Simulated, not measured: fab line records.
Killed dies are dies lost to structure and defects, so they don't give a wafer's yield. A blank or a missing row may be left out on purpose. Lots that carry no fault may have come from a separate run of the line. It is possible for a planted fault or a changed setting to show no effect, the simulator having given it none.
Matching of chambers    flow n5-finfet    N5_BEOL_M2_ETCH_63 on rie-diel-04: 4 sister chambers
The step etches SiARC in CF4, target depth 15.6 nm, time 26 s. 18 wafers are shown with their chamber, then 9 later ones without.

## WAFERS, EACH WITH ITS CHAMBER
wafer   chamber  drypump-motor-current-A (A)  showerhead-plenum-p-Torr (Torr)  throttle-valve-pct (%)
L075.1  0        6.2                          2.12                             15.53
L075.3  3        5.5                          2.19                             15.54
L075.5  0        6.1                          2.12                             15.55
L077.1  1        5.4                          2.06                             15.59
L077.2  2        4.7                          2.18                             15.29
L077.6  1        5.4                          2.06                             15.60
L080.1  3        5.5                          2.19                             15.57
L080.2  1        5.4                          2.06                             15.58
L080.3  2        4.7                          2.17                             15.32
L082.4  1        5.4                          2.06                             15.61
L082.5  3        5.5                          2.18                             15.56
L082.6  0        6.2                          2.11                             15.56
L083.3  3        5.5                          2.18                             15.56
L083.4  1        5.4                          2.06                             15.61
L083.6  0        6.1                          2.11                             15.56
L087.1  3        5.5                          2.18                             15.57
L087.4  0        6.1                          2.11                             15.60
L087.5  1        5.4                          2.06                             15.63

SIGNATURES, as means of the wafers listed above
reading                   chamber 0  chamber 1  chamber 2  chamber 3  scatter within a chamber
drypump-motor-current-A   6.140      5.400      4.700      5.500      0.0293
showerhead-plenum-p-Torr  2.1140     2.0600     2.1750     2.1840     0.00455
throttle-valve-pct        15.5600    15.6033    15.3050    15.5600    0.0192
Rule: distance of a wafer from a chamber = root of the sum over the readings of ((wafer's reading minus chamber's mean) / reading's scatter) squared. The wafer belongs to the nearest chamber; if the next one is less than 2 further off, it can't be placed. The scatter: take each reading less its chamber's mean, square it, sum over the shown wafers, divide by the number of wafers less the number of chambers, and take the root.

## WAFERS WITH NO CHAMBER GIVEN
wafer   drypump-motor-current-A (A)  showerhead-plenum-p-Torr (Torr)  throttle-valve-pct (%)
L093.2  5.4                          2.05                             15.64
L093.4  6.1                          2.11                             15.65
L093.5  4.7                          2.17                             15.37
L095.2  6.2                          2.10                             15.66
L095.3  5.5                          2.18                             15.60
L095.5  5.5                          2.18                             15.63
L097.2  6.1                          2.10                             15.64
L097.3  5.4                          2.05                             15.67
L097.5  4.7                          2.16                             15.40

## WHICH CHAMBER EACH WENT THROUGH
wafer   from the rows above  in truth
L093.2  1                    1
L093.4  0                    0
L093.5  2                    2
L095.2  0                    0
L095.3  3                    3
L095.5  3                    3
L097.2  0                    0
L097.3  1                    1
L097.5  2                    2
Correct placement for 9 of the 9. Can't be placed from these rows: 0. 0 placed wrongly.
